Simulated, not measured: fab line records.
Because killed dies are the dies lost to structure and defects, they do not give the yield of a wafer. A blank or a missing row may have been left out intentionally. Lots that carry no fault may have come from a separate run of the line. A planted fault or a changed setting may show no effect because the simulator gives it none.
Matching of chambers    flow n5Finfet    N5_BEOL_M5_ETCH_62 on rieDiel-04: 4 sister chambers
The step etches SOC in N2/H2, target depth 75 nm, overetch 15 nm, time 112.5 s. 14 wafers are shown with their chamber, then 7 later ones without.

EACH WAFER AND ITS CHAMBER
wafer   chamber  drypumpMotorCurrentA (A)  showerheadPlenumPTorr (Torr)  throttleValvePct (%)
L236.2  1        5.0                       2.49                          17.79
L236.3  2        5.0                       2.44                          17.89
L236.5  3        5.4                       2.71                          17.34
L239.1  2        5.0                       2.43                          17.92
L239.2  0        6.3                       2.49                          18.07
L239.3  1        5.0                       2.49                          17.80
L242.4  3        5.4                       2.71                          17.38
L242.5  2        5.0                       2.43                          17.92
L242.6  3        5.4                       2.71                          17.37
L245.1  0        6.3                       2.48                          18.07
L245.4  3        5.4                       2.71                          17.37
L245.5  1        5.1                       2.48                          17.80
L248.2  0        6.3                       2.48                          18.11
L248.3  3        5.4                       2.70                          17.39

SIGNATURES (means of the wafers above)
reading                chamber 0  chamber 1  chamber 2  chamber 3  scatter within a chamber
drypumpMotorCurrentA   6.300      5.033      5.000      5.400      0.0258
showerheadPlenumPTorr  2.4833     2.4867     2.4333     2.7080     0.00529
throttleValvePct       18.0833    17.7967    17.9100    17.3700    0.0177
Rule: distance of a wafer from a chamber = root of the sum over the readings of ((wafer's reading minus chamber's mean) / reading's scatter) squared. If the next closest chamber is less than 2 further off than the closest, the wafer can't be placed; otherwise it belongs to the closest. The scatter is the square root of a quotient: the sum, over the shown wafers, of each reading's squared deviation from its chamber's mean, divided by wafers minus chambers.

WAFERS WHOSE CHAMBER IS MISSING
wafer   drypumpMotorCurrentA (A)  showerheadPlenumPTorr (Torr)  throttleValvePct (%)
L248.6  6.3                       2.48                          18.09
L258.3  5.4                       2.69                          17.43
L258.4  5.1                       2.47                          17.40
L258.5  5.4                       2.69                          17.42
L257.3  6.3                       2.47                          18.13
L257.5  5.0                       2.47                          17.41
L257.6  5.4                       2.69                          17.42

THE CHAMBER EACH PASSED THROUGH
wafer   from the rows above  in truth
L248.6  0                    0
L258.3  3                    3
L258.4  1                    1
L258.5  3                    3
L257.3  0                    0
L257.5  1                    1
L257.6  3                    3
Correctly placed: 7 of 7. Can't be placed from these rows: 0. Placed wrongly: 0.
